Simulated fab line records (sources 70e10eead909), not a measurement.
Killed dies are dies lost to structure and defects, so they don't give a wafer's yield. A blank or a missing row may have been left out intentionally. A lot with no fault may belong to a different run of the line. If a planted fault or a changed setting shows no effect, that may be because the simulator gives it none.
fab line records | flow nand_harc
record lots=7 | wafers=18 | last_day=24
route steps=1159 shown A_STAIRCASE@579 END@1159
lots that met no fault: taken from a fault-free run of the same line
start_h: start of the lot's first displayed wafer, in hours after the record's first day | wait_h: hours from the lot's prior step to this one | " the same as in the row above | L1.1+2: a single row standing in for several wafers | - no value, or no start given | * or withheld: withheld | < > ~ a bound
route shown NAME@n: names a module that has steps shown in the file, with the first one's number in the route | usual: mean and standard deviation over wafers with no fault | same: alike in all rows | chamber/n: place in a boat | sites: the reading at each site | _std_site: standard deviation of those values | _edge_site: outer sites' mean less inner sites' | radius_mm: how far each site lies from the wafer's centre | mask NAME#n: copy n | behind: the tool/chamber that last shaped the wafer | hold: the reason the lot was held/the length of the hold in hours/how it ended | device: transistor that didn't switch, given as n, p or np | end of line: tests run on the same wafers once the route is complete | for a step that has no rows: nothing shown but its recipe | killed: not the wafer's yield, but the dies lost to structure and defects at the first sort | map: dies across one wafer; x = killed, . = not, _ = none there
set.NAME: setting as actually run; set.NAME@STEP: the setting as run at that earlier step | model.NAME: the simulator's own value behind a step, which no gauge read
lots at selected steps of the route; one table per step, one row per wafer
services: a tool's chamber out of use, with start hour (start_h, from the record's first day; less than 0 if before it), hours out, and reason
## steps
# step NHARC_A_STAIRCASE_HARDBAKE_185
# recipe temp_c=120 | time_s=140
# step NHARC_A_STAIRCASE_DESCUM_186
# recipe time_s=3 | o2_flow_sccm=200 | ar_flow_sccm=0 | bias_power_w=0 | chemistry=O2
# usual drypump_motor_current_A=5.6/0.51 | oes_product_au=0.999/0.008 | rf_vpp_V=57.8/0.84 | showerhead_plenum_p_Torr=1.90/0.092 | throttle_valve_pct=11.311/0.0098
lot.wafer | tool        | chamber | start_h | wait_h | drypump_motor_current_A | oes_product_au | rf_hours_counter_h | rf_vpp_V | showerhead_plenum_p_Torr | throttle_valve_pct
L711.2    | rie_diel-11 | 2       | 250.63  | -      | 4.8                     | 0.998          | 24                 | 57.3     | 2.01                     | 11.312
L711.4    | "           | 0       | "       | "      | 5.1                     | 1.007          | 24                 | 57.0     | 1.78                     | 11.293
L711.5    | "           | 3       | "       | "      | 5.9                     | 1.000          | -                  | 59.4     | 2.05                     | 11.311
L713.2    | rie_diel-11 | 3       | 262.54  | -      | 5.9                     | 0.995          | 29                 | 58.4     | 2.05                     | 11.308
L713.4    | "           | 1       | "       | "      | 6.4                     | 0.993          | 28                 | 58.6     | 1.82                     | 11.325
L713.6    | "           | 3       | "       | "      | 5.9                     | 0.979          | -                  | 59.0     | 2.05                     | 11.320
L725.2    | rie_diel-11 | 1       | 327.81  | -      | 6.3                     | 1.007          | 55                 | 57.2     | 1.81                     | 11.308
L725.6    | "           | 3       | "       | "      | 6.0                     | 1.001          | -                  | 56.8     | 2.04                     | 11.310
L727.2    | rie_diel-11 | 2       | 351.27  | -      | 4.8                     | 1.009          | 61                 | 57.5     | 2.00                     | 11.300
L727.6    | "           | 0       | "       | "      | 5.0                     | 1.011          | -                  | 56.3     | 1.77                     | 11.310
L728.4    | rie_diel-11 | 1       | 356.88  | -      | 6.4                     | 1.001          | 66                 | 58.3     | 1.81                     | 11.325
L728.5    | "           | 2       | "       | "      | 4.8                     | 1.008          | -                  | 57.3     | 2.00                     | 11.312
L732.2    | rie_diel-04 | 1       | 370.21  | -      | 6.2                     | 1.002          | 21                 | 57.6     | 1.83                     | 11.302
L732.6    | "           | 3       | "       | "      | 5.3                     | 1.002          | -                  | 59.4     | 1.98                     | 11.318
L732.5    | "           | 1       | "       | "      | 6.2                     | 0.995          | -                  | 56.2     | 1.83                     | 11.300
L733.4    | rie_diel-12 | 3       | 377.73  | -      | 6.0                     | 0.995          | 59                 | 59.3     | 1.98                     | 11.297
L733.1    | "           | 2       | "       | "      | 5.8                     | 0.998          | 59                 | 57.1     | 1.90                     | 11.291
L733.5    | "           | 0       | "       | "      | 5.7                     | 0.997          | -                  | 57.2     | 1.90                     | 11.298
# step NHARC_A_STAIRCASE_TRIM_187
# recipe time_s=211.2 | o2_flow_sccm=500 | ar_flow_sccm=0 | bias_w=0 | chemistry=O2
# step NHARC_A_STAIRCASE_ETCH_188
# recipe target_depth_a=1000 | time_s=40.5 | ion_energy_ev=400 | c4f8_flow_sccm=20 | o2_flow_sccm=10 | ar_flow_sccm=withheld | rf_w=600 | bias_w=1000 | chemistry=C4F8/O2
# usual oes_product_au=0.939/0.013 | rf_fwd_power_W=592/3.2 | rf_vpp_V=895/5.8 | run_length_s=61.7/0.44
lot.wafer | tool        | chamber | start_h | wait_h | oes_product_au | rf_fwd_power_W | rf_hours_counter_h | rf_vpp_V | run_length_s
L711.2    | rie_diel-11 | 2       | -       | -      | 0.939          | 592            | 24                 | 901      | 61.0
L711.4    | "           | 3       | "       | "      | 0.921          | 592            | 26                 | 905      | 62.7
L711.5    | "           | 3       | "       | "      | 0.932          | 593            | -                  | 905      | 62.5
L713.2    | rie_diel-11 | 0       | -       | -      | 0.931          | 593            | 27                 | 888      | 61.2
L713.4    | "           | 1       | "       | "      | 0.932          | 585            | 28                 | 891      | 61.8
L713.6    | "           | 3       | "       | "      | 0.941          | 595            | -                  | 904      | 62.2
L725.2    | rie_diel-11 | 0       | -       | -      | 0.950          | 590            | 52                 | 886      | 61.2
L725.6    | "           | 1       | "       | "      | 0.972          | 594            | -                  | 889      | 61.4
L727.2    | rie_diel-11 | 1       | -       | -      | 0.926          | 588            | 64                 | 890      | 61.6
L727.6    | "           | 3       | "       | "      | 0.940          | 592            | -                  | 903      | 62.2
L728.4    | rie_diel-11 | 2       | -       | -      | 0.944          | 593            | 63                 | 901      | 61.2
L728.5    | "           | 3       | "       | "      | 0.939          | 598            | -                  | 906      | 62.4
L732.2    | rie_diel-04 | 0       | -       | -      | 0.933          | 593            | 26                 | 887      | 61.9
L732.5    | "           | 0       | "       | "      | 0.928          | 597            | -                  | 888      | 61.8
L732.6    | "           | 1       | "       | "      | 0.936          | 592            | -                  | 892      | 62.4
L733.4    | rie_diel-12 | 2       | -       | -      | 0.954          | 593            | 59                 | 895      | 61.5
L733.1    | "           | 1       | "       | "      | 0.945          | 597            | 57                 | 889      | 62.2
L733.5    | "           | 2       | "       | "      | 0.952          | 590            | -                  | 896      | 61.4
# step NHARC_A_STAIRCASE_TRIM_189
# recipe time_s=211.2 | o2_flow_sccm=500 | ar_flow_sccm=0 | bias_w=0 | chemistry=O2
# usual drypump_motor_current_A=5.6/0.51 | oes_product_au=1.001/0.0077 | rf_vpp_V=57.6/0.91 | showerhead_plenum_p_Torr=3.50/0.16 | throttle_valve_pct=17.036/0.0087
lot.wafer | tool        | chamber | start_h | wait_h | drypump_motor_current_A | oes_product_au | rf_hours_counter_h | rf_vpp_V | showerhead_plenum_p_Torr | throttle_valve_pct
L711.4    | rie_diel-11 | 0       | -       | -      | 5.1                     | 1.011          | 24                 | 57.4     | 3.31                     | 17.029
L711.2    | "           | 2       | "       | "      | 4.8                     | 1.001          | 24                 | 57.6     | 3.70                     | 17.034
L711.5    | "           | 3       | "       | "      | 5.9                     | 1.003          | -                  | 60.8     | 3.76                     | 17.026
L713.2    | rie_diel-11 | 3       | -       | -      | 5.9                     | 1.012          | 29                 | 58.1     | 3.75                     | 17.031
L713.4    | "           | 0       | "       | "      | 5.1                     | 1.000          | 28                 | 58.3     | 3.30                     | 17.037
L713.6    | "           | 2       | "       | "      | 4.8                     | 0.997          | -                  | 58.4     | 3.70                     | 17.046
L725.2    | rie_diel-11 | 3       | -       | -      | 6.0                     | 1.008          | 52                 | 58.3     | 3.74                     | 17.035
L725.6    | "           | 3       | "       | "      | 6.0                     | 0.999          | -                  | 57.8     | 3.74                     | 17.044
L727.2    | rie_diel-11 | 3       | -       | -      | 5.9                     | 1.013          | 59                 | 58.3     | 3.74                     | 17.039
L727.6    | "           | 0       | "       | "      | 5.1                     | 1.002          | -                  | 56.5     | 3.29                     | 17.019
L728.4    | rie_diel-11 | 0       | -       | -      | 5.1                     | 0.996          | 64                 | 57.8     | 3.28                     | 17.045
L728.5    | "           | 3       | "       | "      | 6.0                     | 0.999          | -                  | 57.2     | 3.74                     | 17.045
L732.2    | rie_diel-04 | 1       | -       | -      | 6.2                     | 0.999          | 22                 | 57.7     | 3.39                     | 17.043
L732.5    | "           | 2       | "       | "      | 5.7                     | 1.003          | -                  | 58.5     | 3.44                     | 17.045
L732.6    | "           | 3       | "       | "      | 5.3                     | 1.007          | -                  | 58.3     | 3.64                     | 17.044
L733.4    | rie_diel-12 | 3       | -       | -      | 6.0                     | 1.009          | 59                 | 57.2     | 3.64                     | 17.045
L733.1    | "           | 0       | "       | "      | 5.8                     | 1.013          | 58                 | 56.8     | 3.50                     | 17.033
L733.5    | "           | 3       | "       | "      | 6.0                     | 0.990          | -                  | 58.0     | 3.64                     | 17.034
# step NHARC_A_STAIRCASE_ETCH_190
# recipe target_depth_a=1000 | time_s=40.5 | ion_energy_ev=400 | c4f8_flow_sccm=20 | o2_flow_sccm=10 | ar_flow_sccm=withheld | rf_w=600 | bias_w=1000 | chemistry=C4F8/O2
# step NHARC_A_STAIRCASE_TRIM_191
# recipe time_s=211.2 | o2_flow_sccm=500 | ar_flow_sccm=0 | bias_w=0 | chemistry=O2
# usual drypump_motor_current_A=5.6/0.51 | oes_product_au=1.002/0.0084 | rf_vpp_V=57.7/0.96 | showerhead_plenum_p_Torr=3.52/0.16 | throttle_valve_pct=17.037/0.0089
lot.wafer | tool        | chamber | start_h | wait_h | drypump_motor_current_A | oes_product_au | rf_hours_counter_h | rf_vpp_V | showerhead_plenum_p_Torr | throttle_valve_pct
L711.4    | rie_diel-11 | 1       | -       | -      | 6.4                     | 1.001          | 25                 | 57.7     | 3.37                     | 17.055
L711.2    | "           | 2       | "       | "      | 4.8                     | 0.990          | 24                 | 58.5     | 3.70                     | 17.044
L711.5    | "           | 2       | "       | "      | 4.8                     | 0.994          | -                  | 58.6     | 3.70                     | 17.052
L713.4    | rie_diel-11 | 3       | -       | -      | 6.0                     | 0.999          | 30                 | 59.0     | 3.75                     | 17.019
L713.2    | "           | 0       | "       | "      | 5.1                     | 1.010          | 28                 | 57.5     | 3.30                     | 17.021
L713.6    | "           | 2       | "       | "      | 4.8                     | 0.994          | -                  | 59.1     | 3.70                     | 17.036
L725.2    | rie_diel-11 | 1       | -       | -      | 6.4                     | 1.005          | 55                 | 57.2     | 3.35                     | 17.040
L725.6    | "           | 3       | "       | "      | 5.9                     | 1.002          | -                  | 60.0     | 3.74                     | 17.057
L727.2    | rie_diel-11 | 1       | -       | -      | 6.4                     | 1.013          | 65                 | 57.0     | 3.35                     | 17.026
L727.6    | "           | 0       | "       | "      | 5.1                     | 0.998          | -                  | 56.2     | 3.29                     | 17.053
L728.4    | rie_diel-11 | 2       | -       | -      | 4.8                     | 1.011          | 63                 | 57.7     | 3.68                     | 17.029
L728.5    | "           | 3       | "       | "      | 5.9                     | 1.008          | -                  | 59.9     | 3.73                     | 17.031
L732.2    | rie_diel-04 | 0       | -       | -      | 5.0                     | 1.005          | 26                 | 57.4     | 3.31                     | 17.053
L732.6    | "           | 1       | "       | "      | 6.2                     | 1.011          | -                  | 58.5     | 3.39                     | 17.035
L732.5    | "           | 2       | "       | "      | 5.7                     | 1.005          | -                  | 55.6     | 3.44                     | 17.035
L733.1    | rie_diel-04 | 3       | 379.73  | -      | 5.3                     | 1.008          | 33                 | 59.4     | 3.64                     | 17.051
L733.4    | "           | 1       | "       | "      | 6.2                     | 0.999          | 26                 | 56.4     | 3.39                     | 17.053
L733.5    | "           | 3       | "       | "      | 5.3                     | 1.002          | -                  | 57.3     | 3.64                     | 17.041
# step NHARC_A_STAIRCASE_ETCH_192
# recipe target_depth_a=1000 | time_s=40.5 | ion_energy_ev=400 | c4f8_flow_sccm=20 | o2_flow_sccm=10 | ar_flow_sccm=withheld | rf_w=600 | bias_w=1000 | chemistry=C4F8/O2
# step NHARC_A_STAIRCASE_TRIM_193
# recipe time_s=211.2 | o2_flow_sccm=500 | ar_flow_sccm=0 | bias_w=0 | chemistry=O2
# step NHARC_A_STAIRCASE_ETCH_194
# recipe target_depth_a=1000 | time_s=40.5 | ion_energy_ev=400 | c4f8_flow_sccm=20 | o2_flow_sccm=10 | ar_flow_sccm=withheld | rf_w=600 | bias_w=1000 | chemistry=C4F8/O2
# step NHARC_A_STAIRCASE_TRIM_196
# recipe time_s=211.2 | o2_flow_sccm=500 | ar_flow_sccm=0 | bias_w=0 | chemistry=O2
# step NHARC_A_STAIRCASE_ETCH_197
# recipe target_depth_a=1000 | time_s=40.5 | ion_energy_ev=400 | c4f8_flow_sccm=20 | o2_flow_sccm=10 | ar_flow_sccm=withheld | rf_w=600 | bias_w=1000 | chemistry=C4F8/O2
# usual oes_product_au=0.951/0.016 | rf_fwd_power_W=592.3/3 | rf_vpp_V=894/5.3 | run_length_s=61.8/0.42
lot.wafer | tool        | chamber | start_h | wait_h | oes_product_au | rf_fwd_power_W | rf_hours_counter_h | rf_vpp_V | run_length_s
L711.2    | rie_diel-04 | 1       | 252.70  | -      | 0.985          | 592.1          | 47                 | 891      | 62.0
L711.4    | "           | 3       | "       | "      | 0.953          | 594.6          | 49                 | 899      | 62.2
L711.5    | "           | 0       | "       | "      | 0.986          | 594.7          | -                  | 889      | 61.6
L713.2    | rie_diel-11 | 1       | 264.47  | -      | 0.939          | 587.2          | 29                 | 889      | 61.9
L713.4    | "           | 3       | "       | "      | 0.958          | 591.1          | 30                 | 905      | 62.2
L713.6    | "           | 0       | "       | "      | 0.946          | 590.4          | -                  | 887      | 61.3
L725.2    | rie_diel-11 | 1       | 329.23  | -      | 0.952          | 589.1          | 55                 | 889      | 62.1
L725.6    | "           | 1       | "       | "      | 0.946          | -              | -                  | 890      | 51.0
L727.2    | rie_diel-11 | 0       | 352.85  | -      | 0.964          | 594.0          | 61                 | 887      | 61.4
L727.6    | "           | 1       | "       | "      | 0.948          | -              | -                  | 889      | 50.9
L728.4    | rie_diel-11 | 1       | 358.45  | -      | 0.959          | 591.9          | 67                 | 890      | 61.9
L728.5    | "           | 1       | "       | "      | 0.962          | -              | -                  | 890      | 50.4
L732.2    | rie_diel-04 | 2       | 373.51  | -      | 0.923          | 594.5          | 28                 | 892      | 61.4
L732.6    | "           | 2       | "       | "      | 0.925          | 594.8          | -                  | 891      | 61.6
L732.5    | "           | 3       | "       | "      | 0.928          | 595.5          | -                  | 901      | 61.9
L733.1    | rie_diel-04 | 1       | 380.66  | -      | 0.938          | 591.7          | 27                 | 890      | 62.4
L733.4    | "           | 2       | "       | "      | 0.944          | 595.5          | 32                 | 891      | 61.5
L733.5    | "           | 0       | "       | "      | 0.954          | 592.5          | -                  | 887      | 61.7
# step NHARC_A_STAIRCASE_TRIM_198
# recipe time_s=211.2 | o2_flow_sccm=500 | ar_flow_sccm=0 | bias_w=0 | chemistry=O2
# usual drypump_motor_current_A=5.6/0.49 | oes_product_au=1.001/0.0078 | rf_vpp_V=57.7/0.9 | showerhead_plenum_p_Torr=3.48/0.15 | throttle_valve_pct=17.036/0.0091
lot.wafer | tool        | chamber | start_h | wait_h | drypump_motor_current_A | oes_product_au | rf_hours_counter_h | rf_vpp_V | showerhead_plenum_p_Torr | throttle_valve_pct
L711.2    | rie_diel-04 | 0       | -       | -      | 5.0                     | 1.004          | 22                 | 57.2     | 3.33                     | 17.023
L711.4    | "           | 1       | "       | "      | 6.2                     | 1.002          | 47                 | 58.3     | 3.41                     | 17.040
L711.5    | "           | 2       | "       | "      | 5.7                     | 1.007          | -                  | 57.5     | 3.46                     | 17.027
L713.4    | rie_diel-11 | 0       | -       | -      | 5.1                     | 1.003          | 28                 | 56.1     | 3.30                     | 17.048
L713.2    | "           | 1       | "       | "      | 6.4                     | 0.999          | 29                 | 56.5     | 3.36                     | 17.029
L713.6    | "           | 2       | "       | "      | 4.8                     | 1.000          | -                  | 60.0     | 3.70                     | 17.028
L725.2    | rie_diel-11 | 0       | -       | -      | 5.1                     | 0.996          | 53                 | 57.5     | 3.29                     | 17.031
L725.6    | "           | 0       | "       | "      | 5.1                     | 1.004          | -                  | 57.4     | 3.29                     | 17.039
L727.2    | rie_diel-11 | 1       | -       | -      | 6.4                     | 1.018          | 65                 | 56.2     | 3.35                     | 17.017
L727.6    | "           | 2       | "       | "      | 4.8                     | 1.003          | -                  | 58.5     | 3.68                     | 17.028
L728.4    | rie_diel-11 | 2       | -       | -      | 4.8                     | 1.002          | 63                 | 58.3     | 3.68                     | 17.043
L728.5    | "           | 3       | "       | "      | 6.0                     | 1.010          | -                  | 58.5     | 3.74                     | 17.028
L732.2    | rie_diel-04 | 0       | -       | -      | 5.0                     | 0.996          | 27                 | 55.9     | 3.31                     | 17.026
L732.6    | "           | 1       | "       | "      | 6.2                     | 1.008          | -                  | 56.8     | 3.39                     | 17.053
L732.5    | "           | 2       | "       | "      | 5.7                     | 0.989          | -                  | 57.6     | 3.44                     | 17.037
L733.1    | rie_diel-04 | 1       | -       | -      | 6.2                     | 1.003          | 27                 | 57.6     | 3.39                     | 17.041
L733.4    | "           | 2       | "       | "      | 5.7                     | 1.000          | 32                 | 57.3     | 3.43                     | 17.035
L733.5    | "           | 0       | "       | "      | 5.0                     | 1.016          | -                  | 57.3     | 3.31                     | 17.032
# step NHARC_END_SORT_01
# recipe temp_c=25
# usual killed_at_array=29/11 | killed_at_other=0.6/0.92 | killed_at_periphery=3.2/2 | killed_dies=33/11 | killed_open=3.2/2 | killed_short=1.9/1.5
# same gross_dies=677
lot.wafer | tool      | chamber | start_h | wait_h | killed_at_array | killed_at_other | killed_at_periphery | killed_dies | killed_open | killed_short
L725.6    | prober-02 | 0       | 523.43  | 4.0    | 630             | 0               | 2                   | 632         | 2           | 0
L728.5    | prober-02 | 0       | 573.77  | 3.7    | 629             | 2               | 4                   | 635         | 4           | 1
# killed by level:class
L725.6 A_STAIRCASE:area_etch=584 A_CHANNEL_HOLE_D1:chamber_film_flake=22 A_SLIT:chamber_film_flake=16 A_CONTACT:chamber_film_flake=5 P_STI:chamber_film_flake=2 A_WL_FILL:geometric_particle:open=1 A_M0:geometric_particle:open=1 A_STAIRCASE:chamber_film_flake=1
L728.5 A_STAIRCASE:area_etch=592 A_CHANNEL_HOLE_D1:chamber_film_flake=18 A_SLIT:chamber_film_flake=7 A_STAIRCASE:chamber_film_flake=6 A_CONTACT:geometric_particle:open=2 P_M1:chamber_film_flake=2 THIN_TSV:chamber_film_flake=2 A_CHANNEL_FILL_D1:geometric_particle:open=1
# map L725.6 (x killed, . not)
____________x____________
_________xxxxxxx_________
_______xxxxxxxxxxx_______
______xxxxxxxxxxxxx______
_____xxxxxxxxxxxxxxx_____
____xxxxxxxxx.xxxxxxx____
____xxxxxxxxxxxxxxxxx____
___xxxxxxxxxxxxxxxxxxx___
___xxxxxxxxxxxxxxxxxxx___
__xxxxxxxx.x.xx.xxxx.xx__
__xxxxxxxxx.x.xxxxxxxxx__
_xxxxxxx.x.xxx.xxxxxxxxx_
_xxxxxxxxxx.xxxxxxxxxxxx_
_xxx.xx.xxxxxxxxx.xxxxxx_
_xxxxxxxxxxxxxxxxxxxxxxx_
_xxx.xxxxxxxxxxxxxxxxxxx_
xxxxxxxxxxxxx.x.xxxxxxxx.
xxxxxxx..xxxx.xxxxxxxxxxx
xxxxxxxxxxxxxxxxxxxxxxxxx
xxxxxxxxxxxxxx.xxxxxxxxxx
xxxx.xxxxxxxxxxxxxxxxx.xx
_xxxx.xxxxxxxxxxxx.xxxxx_
_xxxx.xxxxxxxxxxxxxxxxxx_
_xxxxxxxxxxxx.x.xxxxxxxx_
_xxxxxxxxxxxxxxxxxxx.xxx_
_xxxxxxxxxxx..x.xxxxxxxx_
__xxxxxxxxxx.x.x.xxxxxx__
__xxxxxxxxxxxxxxxxxxxxx__
___xxxxxx.xxxxx.xxxxxx___
___xxxxxxxxxxxxxxxxxxx___
____xxxxxxxxxx.xxxxxx____
____xxxxxx.xxx.xxxxxx____
_____xxxx.xxxxxxxxxx_____
______xxxxxxxxxxxxx______
_______xxxxxxxxxxx_______
_________x..xx.x_________
____________x____________
# map L728.5 (x killed, . not)
____________x____________
_________xx.xxxx_________
_______xxxxxxxxxxx_______
______xxxxxxxxxxxxx______
_____xxxxxxxxxxxxxxx_____
____xxxxxxx.xxxxxxxxx____
____xxxxxxxxxxxxxxxxx____
___xxxxxx.xxxxxxxxxx.x___
___xxx.xxx.xxxx.xxxxxx___
__xxxxxxxxxxx.xxxxxxxxx__
__xxxxxxxxxxxxxxxxxxxxx__
_xxxxxxxxxxxxxxx.xxxxxxx_
_xxxxxxx.xxxx.x.xxxxxxxx_
_xxxxxxx..xx.x.xxxxxxxxx_
_xxxxxx.xxxxxxx.xxxxxxxx_
_xxxx.xxxxxxxxx.xxxxxxxx_
xxxxxxxx.xx.xxxxxxxxxxxxx
xxxxxxxx.x.xx..xxxxxxxxxx
xxxx.xx.xxx.xxxxxxxxxxxxx
xxxxxxxxxxxxxxxxxxxxxxxxx
xxxxxxxxxxxxxxxxxx.xxxxxx
_xxxxxx.xxxxxxx.xxxxxxxx_
_xxx.xxxxxxxxxxxxxxxxxxx_
_xxxxxxxxxxxxxx.xxxxxxxx_
_xxxxxxxxxxxxxxxxxxxxxxx_
_xxxxxxx.xxxxxxxxxxxxxxx_
__xxxxxxxxxx...xxxxxxxx__
__xxxxxxxxx.xxxxxxxxxxx__
___xxxxxxxxxxx.xxxxxxx___
___xxxxxxxxxxx.xxxxxxx___
____xxxxxxxxxxx.xxxxx____
____xxxxxxxxxxxxxxxxx____
_____xxxxxxxxxxxxxxx_____
______xxxxxxxxxxxxx______
_______xxxxxxxxxxx_______
_________xxxxxxx_________
____________x____________
## services
tool        | chamber | start_h | hours | kind
rie_diel-11 | 0       | 247.86  | -     | clean
rie_diel-11 | 1       | 247.86  | -     | clean
rie_diel-11 | 2       | 247.86  | -     | clean
rie_diel-11 | 3       | 247.86  | -     | clean
rie_diel-11 | 0       | 272.36  | -     | clean
rie_diel-11 | 1       | 272.36  | -     | clean
rie_diel-11 | 2       | 272.36  | -     | clean
rie_diel-11 | 3       | 272.36  | -     | clean
rie_diel-04 | -       | 288.90  | 9.0   | pm
rie_diel-11 | 0       | 296.86  | -     | clean
rie_diel-11 | 1       | 296.86  | -     | clean
rie_diel-11 | 2       | 296.86  | -     | clean
rie_diel-11 | 3       | 296.86  | -     | clean
rie_diel-11 | 0       | 321.36  | -     | clean
rie_diel-11 | 1       | 321.36  | -     | clean
rie_diel-11 | 2       | 321.36  | -     | clean
rie_diel-11 | 3       | 321.36  | -     | clean
rie_diel-11 | 0       | 345.86  | -     | clean
rie_diel-11 | 1       | 345.86  | -     | clean
rie_diel-11 | 2       | 345.86  | -     | clean
rie_diel-04 | 2       | 362.65  | 7.9   | repair
rie_diel-11 | 2       | 363.14  | 3.9   | repair
rie_diel-11 | -       | 366.82  | 9.0   | pm
rie_diel-12 | -       | 379.69  | 9.0   | pm
## key
first_sign step=NHARC_A_STAIRCASE_ETCH_197 | reading=run_length_s | direction=down | sigmas=26 | usual=* | struck=*
effect step=NHARC_END_SORT_01 | reading=killed_at_array | direction=up | sigmas=56 | usual=29 | struck=630
more_kills_born_at NHARC_A_STAIRCASE_ETCH_197@rie_diel-11=1176
met_at NHARC_A_STAIRCASE_ETCH_197
struck_wafers L725.6,L727.6,L728.5
later_rows_left_out L725.6,L727.6,L728.5
sort_left_out L727.6
tester_left_out L725,L727,L728
onset_between 264.47 329.23
fault kind=process_parameter_drift | tool=rie_diel-11 | chamber=- | onset_h=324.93 | steps=NHARC_A_STAIRCASE_ETCH_197 | channel=time_s | offset=* | shape=step | end_h=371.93 | scope=struck_wafers_only | acts_in=* | stated=*
# tester_left_out: of these lots the tester's yield and bins aren't shown, on N5 and GAA mostly nor the transistor test; their killed dies are dies lost to structure and defects alone, not to doping, threshold or leakage, so they don't give the yield
# sort_left_out: the simulated sort isn't trusted on such a fault, so these wafers' sort isn't shown, and their yield isn't known
# later_rows_left_out: the simulator's readings of these wafers behind a module that went badly wrong aren't trusted and aren't shown, but for the sort
